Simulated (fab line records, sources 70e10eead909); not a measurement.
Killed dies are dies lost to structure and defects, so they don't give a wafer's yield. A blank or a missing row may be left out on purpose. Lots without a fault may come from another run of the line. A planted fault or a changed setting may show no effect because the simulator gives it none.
Which tool did it? | flow nand_harc | 11 lots, 33 wafers sampled, at 6 steps of a route of 1159

WHAT THE GAUGES READ, wafer by wafer
NHARC_A_CHANNEL_HOLE_D1_INSPECT_12. Usual: raw_defect_count 5.8, standard deviation 2.4.
lot  | measured     | on                | raw_defect_count | flag
L340 | day 9 12:17  | defect_inspect-01 | 4 9 11           |
L342 | day 9 19:55  | defect_inspect-01 | 9 4 6            |
L343 | day 10 09:10 | defect_inspect-02 | 9 3 5            |
L344 | day 10 22:02 | defect_inspect-02 | 7 6 9            |
L345 | day 11 00:01 | defect_inspect-01 | 6 2 4            |
L346 | day 11 13:32 | defect_inspect-02 | 7 4 3            |
L349 | day 11 20:04 | defect_inspect-01 | 4 6 4            |
L355 | day 13 07:51 | defect_inspect-02 | 6 5 5            |
L356 | day 13 08:38 | defect_inspect-01 | 4 4 2            |
L358 | day 13 20:50 | defect_inspect-01 | 4 6 6            |
L357 | day 13 21:40 | defect_inspect-01 | 10 6 6           |

NHARC_A_CHANNEL_HOLE_D1_CD_MEAS_30. Usual: cd_nm 90.9 nm, standard deviation 1.5.
lot  | measured     | on        | cd_nm (nm)                | flag
L340 | day 9 19:01  | cd_sem-01 | 92.6 92.7 89.5            |
L342 | day 10 02:43 | cd_sem-01 | 91.6 89.4 91.0            |
L343 | day 10 16:06 | cd_sem-03 | 89.9 91.3 90.2            |
L344 | day 11 04:51 | cd_sem-02 | 91.6 91.2 91.5            |
L345 | day 11 07:16 | cd_sem-01 | 2.3 -0.3 1.1 2.2 0.0 0.9  | OFF
L346 | day 11 20:18 | cd_sem-01 | 1.5 1.8 -0.4 1.3 1.8 -0.7 | OFF
L349 | day 12 02:49 | cd_sem-01 | 0.9 1.8 0.3 0.7 1.7 0.8   | OFF
L355 | day 13 14:38 | cd_sem-02 | 92.2 91.4 91.2            |
L356 | day 13 18:13 | cd_sem-01 | 87.6 86.6 92.1            |
L358 | day 14 04:28 | cd_sem-01 | 94.1 91.6 91.1            |
L357 | day 14 08:37 | cd_sem-01 | 89.7 88.5 90.5            |

NHARC_END_SORT_01. Usual: defect_limited_yield 95.0 %, standard deviation 1.6; killed_at_array 30, standard deviation 10; killed_at_other 0.5, standard deviation 0.82; killed_at_periphery 2.9, standard deviation 2; killed_dies 34, standard deviation 11; killed_open 3.2, standard deviation 1.8; killed_short 2.0, standard deviation 1.4; sort_bin_2_pct 1.5 %, standard deviation 0.68; sort_bin_3_pct 0.28 %, standard deviation 0.21; sort_bin_4_pct 3.1 %, standard deviation 0.97; sort_n_pass 643, standard deviation 11; sort_rim_yield_pct 94.6 %, standard deviation 2.9; sort_yield_pct 95.0 %, standard deviation 1.6.
lot  | measured     | on        | defect_limited_yield (%) | killed_at_array | killed_at_other | killed_at_periphery | killed_dies | killed_open | killed_short | sort_bin_2_pct (%) | sort_bin_3_pct (%) | sort_bin_4_pct (%) | sort_n_pass | sort_rim_yield_pct (%) | sort_yield_pct (%) | flag
L340 | day 20 18:55 | prober-02 | 95.1 95.7 96.5           | 30 26 23        | 0 0 0           | 3 3 1               | 33 29 24    | 0 2 1       | 6 2 0        | 2.1 1.3 1.2        | 0.15 0.15 0        | 2.7 2.8 2.4        | 644 648 653 | 94.3 90.6 94.3         | 95.1 95.7 96.5     |
L342 | day 21 01:56 | prober-02 | 94.7 95.1 93.9           | 33 33 37        | 0 0 0           | 3 0 4               | 36 33 41    | 3 3 4       | 1 1 0        | 2.1 1.6 2.5        | 0.30 0.15 0.74     | 3.0 3.1 2.8        | 641 644 636 | 92.5 94.3 92.5         | 94.7 95.1 93.9     |
L343 | day 21 22:35 | prober-02 | 95.1 95.0 95.3           | 31 32 28        | 2 2 1           | 0 0 3               | 33 34 32    | 4 3 3       | 1 0 1        | 1.3 1.0 1.8        | 0.44 0.15 0.30     | 3.1 3.8 2.7        | 644 643 645 | 97.2 95.3 94.3         | 95.1 95.0 95.3     |
L344 | day 22 12:01 | prober-02 | 93.6 94.2 95.0           | 40 35 32        | 0 0 0           | 3 4 2               | 43 39 34    | 8 4 2       | 1 1 3        | 2.7 2.1 1.5        | 0.15 0.30 0.44     | 3.5 3.4 3.1        | 634 638 643 | 95.3 92.5 97.2         | 93.6 94.2 95.0     |
L355 | day 24 22:11 | prober-01 | 95.4 97.2 95.1           | 29 15 28        | 1 1 0           | 1 3 5               | 31 19 33    | 4 3 1       | 4 1 1        | 1.6 0.7 1.5        | 0.15 0.15 0.15     | 2.8 1.9 3.2        | 646 658 644 | 97.2 99.1 97.2         | 95.4 97.2 95.1     |
L356 | day 24 23:18 | prober-02 | 92.3 93.8 92.2           | 50 41 49        | 0 0 1           | 2 1 3               | 52 42 53    | 1 1 5       | 0 2 2        | 2.7 1.8 3.0        | 0.30 0.44 0.30     | 4.7 4.0 4.6        | 625 635 624 | 89.6 90.6 93.4         | 92.3 93.8 92.2     |
L358 | day 25 06:50 | prober-01 | 96.9 96.2 97.6           | 18 21 13        | 0 0 1           | 3 5 2               | 21 26 16    | 4 5 3       | 4 2 1        | 1.2 1.2 0.9        | 0.30 0.30 0.15     | 1.6 2.4 1.3        | 656 651 661 | 97.2 99.1 99.1         | 96.9 96.2 97.6     |
L357 | day 25 15:50 | prober-02 | 94.7 94.1 93.9           | 33 40 40        | 0 0 1           | 3 0 0               | 36 40 41    | 3 2 1       | 2 2 2        | 1.5 1.3 2.1        | 0.30 0.15 0.44     | 3.5 4.4 3.5        | 641 637 636 | 94.3 96.2 95.3         | 94.7 94.1 93.9     |

WHICH TOOL RAN EACH LOT (tool, then ch and the chambers of the sampled wafers, then the start)
lot  | NHARC_A_CHANNEL_HOLE_D1_ETCH_38    | NHARC_A_CHANNEL_HOLE_D1_ETCH_22  | NHARC_A_CHANNEL_HOLE_D1_ETCH_25
L340 | rie_diel-05 ch 0,1,3, day 9 12:26  | har_etch-01 ch 0,1, day 9 14:23  | har_etch-01 ch 0,1, day 9 16:25
L342 | rie_diel-05 ch 1,2,3, day 9 20:05  | har_etch-01 ch 0,1, day 9 22:09  | har_etch-01 ch 0,1, day 10 00:14
L343 | rie_diel-04 ch 0,1,2, day 10 09:19 | har_etch-01 ch 1, day 10 11:22   | har_etch-01 ch 1, day 10 13:28
L344 | rie_diel-04 ch 0,3, day 10 22:11   | har_etch-01 ch 0,1, day 11 00:15 | har_etch-01 ch 0,1, day 11 02:21
L345 | rie_diel-11 ch 1,2, day 11 00:10   | har_etch-02 ch 0,1, day 11 02:19 | har_etch-02 ch 0,1, day 11 04:26
L346 | rie_diel-11 ch 0,1,2, day 11 13:41 | har_etch-01 ch 0,1, day 11 15:38 | har_etch-01 ch 0,1, day 11 17:39
L349 | rie_diel-11 ch 1,2,3, day 11 20:13 | har_etch-02 ch 0, day 11 22:16   | har_etch-02 ch 0, day 12 00:20
L355 | rie_diel-05 ch 1,2,3, day 13 07:59 | har_etch-02 ch 0,1, day 13 09:58 | har_etch-02 ch 0,1, day 13 11:59
L356 | rie_diel-11 ch 0,2,3, day 13 08:49 | har_etch-01 ch 0,1, day 13 13:38 | har_etch-01 ch 0,1, day 13 15:44
L358 | rie_diel-04 ch 0,1,2, day 13 20:58 | har_etch-02 ch 0,1, day 13 23:54 | har_etch-02 ch 0,1, day 14 01:59
L357 | rie_diel-11 ch 1,2,3, day 13 21:49 | har_etch-02 ch 0,1, day 14 03:59 | har_etch-02 ch 0,1, day 14 05:59
- NHARC_A_CHANNEL_HOLE_D1_ETCH_38: etches the open film in CF4, target depth 39 nm, time 65 s.
- NHARC_A_CHANNEL_HOLE_D1_ETCH_22: etches the open film in C4F8/O2/Ar, time 666.7 s, target depth 1600 nm.
- NHARC_A_CHANNEL_HOLE_D1_ETCH_25: etches the open film in C4F8/O2/Ar, time 1040.2 s, target depth 1500 nm.

WHAT THE TOOLS THEMSELVES READ (means of the sampled wafers that have a number; where no wafer has one, the mark that the record gives instead)
NHARC_A_CHANNEL_HOLE_D1_ETCH_38. Usual: bias_w 100.00 W, standard deviation 0.28; cf4_flow_sccm 150.0 sccm, standard deviation 0.45; drypump_motor_current_A 5.8 A, standard deviation 0.46; oes_product_au 1.001 a.u., standard deviation 0.016; rf_vpp_V 151.2 V, standard deviation 1.2; showerhead_plenum_p_Torr 1.76 Torr, standard deviation 0.062; throttle_valve_pct 13.284 %, standard deviation 0.0099.
lot  | tool        | bias_w (W) | cf4_flow_sccm (sccm) | drypump_motor_current_A (A) | oes_product_au (a.u.) | rf_vpp_V (V) | showerhead_plenum_p_Torr (Torr) | throttle_valve_pct (%) | flag
L340 | rie_diel-05 | 99.73      | 150.1                | 6.1                         | 1.003                 | 151.6        | 1.73                            | 13.290                 |
L342 | rie_diel-05 | 100.10     | 150.3                | 5.8                         | 0.996                 | 151.0        | 1.74                            | 13.284                 |
L343 | rie_diel-04 | 100.03     | 150.2                | 5.9                         | 1.002                 | 152.4        | 1.80                            | 13.286                 |
L344 | rie_diel-04 | 100.14     | 149.9                | 5.8                         | 0.997                 | 151.9        | 1.83                            | 13.282                 |
L345 | rie_diel-11 | 99.96      | 150.6                | 5.8                         | 0.997                 | 150.0        | 1.71                            | 13.287                 |
L346 | rie_diel-11 | 100.12     | 149.7                | 5.8                         | 0.988                 | 150.9        | 1.73                            | 13.281                 |
L349 | rie_diel-11 | 100.04     | 150.1                | 5.9                         | 0.998                 | 151.0        | 1.73                            | 13.289                 |
L355 | rie_diel-05 | 99.88      | 149.9                | 5.8                         | 1.010                 | 152.0        | 1.73                            | 13.281                 |
L356 | rie_diel-11 | 100.12     | 150.5                | 5.9                         | 0.985                 | 151.6        | 1.75                            | 13.283                 |
L358 | rie_diel-04 | 100.22     | 150.5                | 5.9                         | 1.005                 | 151.5        | 1.80                            | 13.295                 |
L357 | rie_diel-11 | 99.95      | 149.9                | 5.9                         | 0.992                 | 150.4        | 1.73                            | 13.276                 |

NHARC_A_CHANNEL_HOLE_D1_ETCH_22. Usual: c4f8_flow_sccm 89.31 sccm, standard deviation 0.25; chamber_pressure_mTorr 19.997 mTorr, standard deviation 0.017; drypump_motor_current_A 6.1 A, standard deviation 0.33; showerhead_plenum_p_Torr 3.74 Torr, standard deviation 0.15; throttle_valve_pct 32.155 %, standard deviation 0.0092.
lot  | tool        | c4f8_flow_sccm (sccm) | chamber_pressure_mTorr (mTorr) | drypump_motor_current_A (A) | showerhead_plenum_p_Torr (Torr) | throttle_valve_pct (%) | flag
L340 | har_etch-01 | 89.21                 | 19.988                         | 5.8                         | 3.82                            | 32.156                 |
L342 | har_etch-01 | 89.23                 | 20.017                         | 5.8                         | 3.82                            | 32.153                 |
L343 | har_etch-01 | 88.90                 | 19.996                         | 5.7                         | 3.81                            | 32.160                 |
L344 | har_etch-01 | 89.22                 | 19.992                         | 5.9                         | 3.81                            | 32.155                 |
L345 | har_etch-02 | 89.15                 | 19.989                         | 6.5                         | 3.74                            | 32.151                 |
L346 | har_etch-01 | 89.18                 | 19.999                         | 5.8                         | 3.81                            | 32.159                 |
L349 | har_etch-02 | 89.33                 | 19.998                         | 6.2                         | 3.49                            | 32.156                 |
L355 | har_etch-02 | 89.19                 | 19.985                         | 6.3                         | 3.60                            | 32.157                 |
L356 | har_etch-01 | 89.52                 | 19.992                         | 5.8                         | 3.79                            | 32.154                 |
L358 | har_etch-02 | 89.59                 | 19.979                         | 6.3                         | 3.60                            | 32.157                 |
L357 | har_etch-02 | 89.25                 | 20.006                         | 6.5                         | 3.72                            | 32.151                 |

NHARC_A_CHANNEL_HOLE_D1_ETCH_25. Usual: c4f8_flow_sccm 93.83 sccm, standard deviation 0.3; chamber_pressure_mTorr 20.000 mTorr, standard deviation 0.019; drypump_motor_current_A 6.1 A, standard deviation 0.33; showerhead_plenum_p_Torr 3.74 Torr, standard deviation 0.15; throttle_valve_pct 32.236 %, standard deviation 0.0089.
lot  | tool        | c4f8_flow_sccm (sccm) | chamber_pressure_mTorr (mTorr) | drypump_motor_current_A (A) | showerhead_plenum_p_Torr (Torr) | throttle_valve_pct (%) | flag
L340 | har_etch-01 | 94.06                 | 20.013                         | 5.8                         | 3.81                            | 32.233                 |
L342 | har_etch-01 | 93.70                 | 20.008                         | 5.8                         | 3.81                            | 32.235                 |
L343 | har_etch-01 | 94.23                 | 19.991                         | 5.7                         | 3.81                            | 32.236                 |
L344 | har_etch-01 | 94.07                 | 19.996                         | 5.9                         | 3.81                            | 32.241                 |
L345 | har_etch-02 | -                     | -                              | -                           | -                               | -                      | OFF
L346 | har_etch-01 | -                     | -                              | -                           | -                               | -                      | OFF
L349 | har_etch-02 | -                     | -                              | -                           | -                               | -                      | OFF
L355 | har_etch-02 | 93.45                 | 20.006                         | 6.3                         | 3.60                            | 32.244                 |
L356 | har_etch-01 | 93.80                 | 20.016                         | 5.8                         | 3.79                            | 32.226                 |
L358 | har_etch-02 | 94.09                 | 19.999                         | 6.3                         | 3.59                            | 32.242                 |
L357 | har_etch-02 | 93.96                 | 20.019                         | 6.4                         | 3.71                            | 32.230                 |

THE ANSWER, worked out from the rows above alone
Rule: a lot is off if the mean of its wafers that have a number lies more than 3 standard deviations from the usual mean. A lot without any number at a reading at which 4 lots or more have one is off too. The other lots that the step has rows for count as sound. The gauges are gone through in route order, then the tools' own readings, and for those a lot's mean is taken as printed above. The first step at which some lot is off is used, and at that step the reading that is off furthest; a lot without a number counts as furthest.
Off: L345, L346, L349, at NHARC_A_CHANNEL_HOLE_D1_CD_MEAS_30 (cd_nm).
A tool fits if, at a process step before that reading, it ran every lot that is off, and no sound lot after the first of them. The gauges at NHARC_A_CHANNEL_HOLE_D1_CD_MEAS_30 aren't tried: what is off there is off at NHARC_A_CHANNEL_HOLE_D1_ETCH_25 too, on other tools, and a gauge's error can't cause that. None of those tried fits.

WHAT THE SIMULATOR HAD PUT IN
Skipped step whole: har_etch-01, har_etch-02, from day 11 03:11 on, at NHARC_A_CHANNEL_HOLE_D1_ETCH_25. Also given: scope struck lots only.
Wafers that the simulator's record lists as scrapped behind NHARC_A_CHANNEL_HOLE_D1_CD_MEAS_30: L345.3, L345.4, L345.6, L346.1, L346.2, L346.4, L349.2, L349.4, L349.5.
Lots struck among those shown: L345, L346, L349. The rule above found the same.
